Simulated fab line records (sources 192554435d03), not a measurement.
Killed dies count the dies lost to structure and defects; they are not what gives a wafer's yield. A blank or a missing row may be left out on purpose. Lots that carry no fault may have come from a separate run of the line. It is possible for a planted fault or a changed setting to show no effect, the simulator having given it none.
The same fault as seen by 2 desks    flow n5-finfet    every desk sees just its own numbers, and what lay behind them comes last

## TOOL OWNER'S DESK, rie-diel-02
The tool's own readings at N5_MOL_CONTACT_COAG_ETCH_110 (etches Si in CF4/O2, target depth 2.5 nm, time 8 s): means of the sampled wafers that have a number, for each lot that ran on this tool. A lot is out of limits, marked OUT, if its mean lies more than 4 standard deviations from the usual mean; the brackets give that distance. Shown are 7 of the 9 readings it has, namely the first that went out of limits plus those furthest out on some lot.
Columns: A = chamber-pressure-mTorr at N5_MOL_CONTACT_COAG_ETCH_110, usual 100.01 mTorr; B = mfc-ar-sccm at N5_MOL_CONTACT_COAG_ETCH_110, usual 100.0 sccm; C = oes_f_703_au at N5_MOL_CONTACT_COAG_ETCH_110, usual 0.79 a.u.; D = rf-fwd-power-W at N5_MOL_CONTACT_COAG_ETCH_110, usual 198.2 W; E = rf-vpp-V at N5_MOL_CONTACT_COAG_ETCH_110, usual 126.5 V; F = showerhead-plenum-p-Torr at N5_MOL_CONTACT_COAG_ETCH_110, usual 2.23 Torr; G = throttle-valve-pct at N5_MOL_CONTACT_COAG_ETCH_110, usual 10.72 %
lot   first seen here  A       B      C     D                E      F     G
L451  day 6 20:49      100.14  100.0  0.75  197.7            125.5  2.19  10.85
L454  day 7 17:08      100.03  100.0  0.84  214.4 (+18) OUT  121.1  2.19  10.87
L455  day 8 04:46      100.07  99.8   0.83  213.4 (+17) OUT  120.5  2.19  10.87
This desk finds L454, L455 out of limits, L454 being first, at day 7 17:08 (rf-fwd-power-W at N5_MOL_CONTACT_COAG_ETCH_110). Within limits: L451.

## AT THE METROLOGY DESK
What the gauges read, lot by lot, whatever tool the lot ran on: means of the sampled wafers that have a number. A lot is out of limits, marked OUT, if its mean lies more than 4 standard deviations from the usual mean; the brackets give that distance. Of its 10 readings 7 are shown: those that lie furthest out on some lot.
Columns: A = DIBL_P at N5_BEOL_M4_RC_MEAS_101, usual 37.0 mV/V; B = IOFF_N at N5_BEOL_M4_RC_MEAS_101, usual 0.17 nA/um; C = IOFF_P at N5_BEOL_M4_RC_MEAS_101, usual 0.22 nA/um; D = ION_N at N5_BEOL_M4_RC_MEAS_101, usual 673 uA/um; E = ION_P at N5_BEOL_M4_RC_MEAS_101, usual 462 uA/um; F = VT_N at N5_BEOL_M4_RC_MEAS_101, usual 250 mV; G = VT_P at N5_BEOL_M4_RC_MEAS_101, usual -250 mV
lot   first seen here  A     B     C     D    E    F    G
L451  day 10 21:52     36.9  0.18  0.27  678  475  247  -243
L454  day 11 22:24     39.3  0.19  0.26  678  468  246  -247
L455  day 12 06:58     36.8  0.13  0.21  662  460  252  -251
L463  day 13 14:20     35.2  0.16  0.23  675  466  250  -246
Finding of this desk: none of the 4 lots has anything out of limits.

## ALL TOGETHER
On L454, L455, at day 7 17:08, an alarm was possible from the tool owner's desk.
At the metrology desk, nothing out of limits was observed.
The metrology desk has L454, L455 on record, within its limits.
Every lot named ran N5_MOL_CONTACT_COAG_ETCH_110 on rie-diel-02.

## WHAT THE SIMULATOR HAD PUT IN
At N5_MOL_CONTACT_COAG_ETCH_110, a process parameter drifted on rie-diel-02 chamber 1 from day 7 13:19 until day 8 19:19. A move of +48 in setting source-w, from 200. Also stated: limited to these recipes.
Shown lots that were struck: L454, L455.
Time in hours from fault onset to the first out-of-limits reading at each desk: the tool owner's desk, 4.
